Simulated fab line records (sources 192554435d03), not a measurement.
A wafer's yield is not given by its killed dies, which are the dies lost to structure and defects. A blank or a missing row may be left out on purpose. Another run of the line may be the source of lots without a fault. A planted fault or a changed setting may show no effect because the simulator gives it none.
Matching of chambers + flow n5 finfet + 4 sister chambers for N5_BEOL_M7_ETCH_65 on rie diel-03
The step etches SiARC in CF4, target depth 15.6 nm, time 26 s. 22 wafers are shown with their chamber, then 11 later ones without.

== EACH WAFER AND ITS CHAMBER ==
| wafer  | chamber | drypump motor current A (A) | throttle valve pct (%) | showerhead plenum p Torr (Torr) |
|--------|---------|-----------------------------|------------------------|---------------------------------|
| L074.2 | 1       | 6.0                         | 16.07                  | 2.22                            |
| L074.3 | 3       | 6.6                         | 15.29                  | 2.18                            |
| L074.6 | 1       | 6.0                         | 16.07                  | 2.22                            |
| L076.2 | 3       | 6.6                         | 15.29                  | 2.18                            |
| L076.5 | 2       | 5.8                         | 15.51                  | 2.15                            |
| L076.6 | 1       | 6.0                         | 16.07                  | 2.22                            |
| L075.1 | 2       | 5.8                         | 15.51                  | 2.15                            |
| L075.2 | 1       | 6.0                         | 16.06                  | 2.22                            |
| L075.5 | 1       | 6.0                         | 16.06                  | 2.22                            |
| L078.1 | 2       | 5.8                         | 15.52                  | 2.14                            |
| L078.3 | 3       | 6.6                         | 15.30                  | 2.18                            |
| L078.6 | 0       | 4.9                         | 15.37                  | 2.14                            |
| L079.3 | 0       | 4.9                         | 15.38                  | 2.14                            |
| L079.4 | 1       | 6.0                         | 16.09                  | 2.21                            |
| L079.6 | 3       | 6.7                         | 15.34                  | 2.18                            |
| L081.2 | 1       | 6.0                         | 16.07                  | 2.21                            |
| L081.4 | 0       | 4.9                         | 15.39                  | 2.14                            |
| L081.5 | 1       | 6.0                         | 16.10                  | 2.21                            |
| L085.3 | 3       | 6.6                         | 15.33                  | 2.18                            |
| L085.4 | 1       | 6.1                         | 16.10                  | 2.21                            |
| L085.5 | 2       | 5.8                         | 15.54                  | 2.14                            |
| L084.2 | 2       | 5.8                         | 15.54                  | 2.14                            |

SIGNATURES (means of the wafers above)
| reading                  | chamber 0 | chamber 1 | chamber 2 | chamber 3 | scatter within a chamber |
|--------------------------|-----------|-----------|-----------|-----------|--------------------------|
| drypump motor current A  | 4.900     | 6.011     | 5.800     | 6.620     | 0.0306                   |
| throttle valve pct       | 15.3800   | 16.0767   | 15.5240   | 15.3100   | 0.0172                   |
| showerhead plenum p Torr | 2.1400    | 2.2156    | 2.1440    | 2.1800    | 0.00436                  |
Rule: for a wafer and a chamber, the distance is found by dividing, reading by reading, the gap between the wafer's reading and the chamber's mean by the reading's scatter, squaring, summing and taking the root. If the next closest chamber is less than 2 further off than the closest, the wafer can't be placed; otherwise it belongs to the closest. The scatter: the root of (the sum of the squares of (reading less its chamber's mean) over the shown wafers, divided by (wafers less chambers)).

== WAFERS WHOSE CHAMBER IS MISSING ==
| wafer  | drypump motor current A (A) | throttle valve pct (%) | showerhead plenum p Torr (Torr) |
|--------|-----------------------------|------------------------|---------------------------------|
| L084.4 | 6.7                         | 15.33                  | 2.18                            |
| L084.6 | 4.9                         | 15.41                  | 2.14                            |
| L088.1 | 5.8                         | 15.57                  | 2.14                            |
| L088.4 | 4.9                         | 15.42                  | 2.14                            |
| L088.6 | 6.6                         | 15.36                  | 2.17                            |
| L093.1 | 6.6                         | 15.37                  | 2.17                            |
| L093.5 | 6.0                         | 16.15                  | 2.20                            |
| L093.6 | 4.9                         | 15.45                  | 2.13                            |
| L096.1 | 6.6                         | 15.41                  | 2.17                            |
| L096.3 | 5.8                         | 15.60                  | 2.13                            |
| L096.5 | 6.6                         | 15.40                  | 2.17                            |

== CHAMBER TAKEN BY EACH ==
| wafer  | from the rows above | in truth |
|--------|---------------------|----------|
| L084.4 | 3                   | 3        |
| L084.6 | 0                   | 0        |
| L088.1 | 2                   | 2        |
| L088.4 | 0                   | 0        |
| L088.6 | 3                   | 3        |
| L093.1 | 3                   | 3        |
| L093.5 | 1                   | 1        |
| L093.6 | 0                   | 0        |
| L096.1 | 3                   | 3        |
| L096.3 | 2                   | 2        |
| L096.5 | 3                   | 3        |
Placed correctly: 11 of 11. Not placeable from these rows: 0. Number placed wrongly: 0.
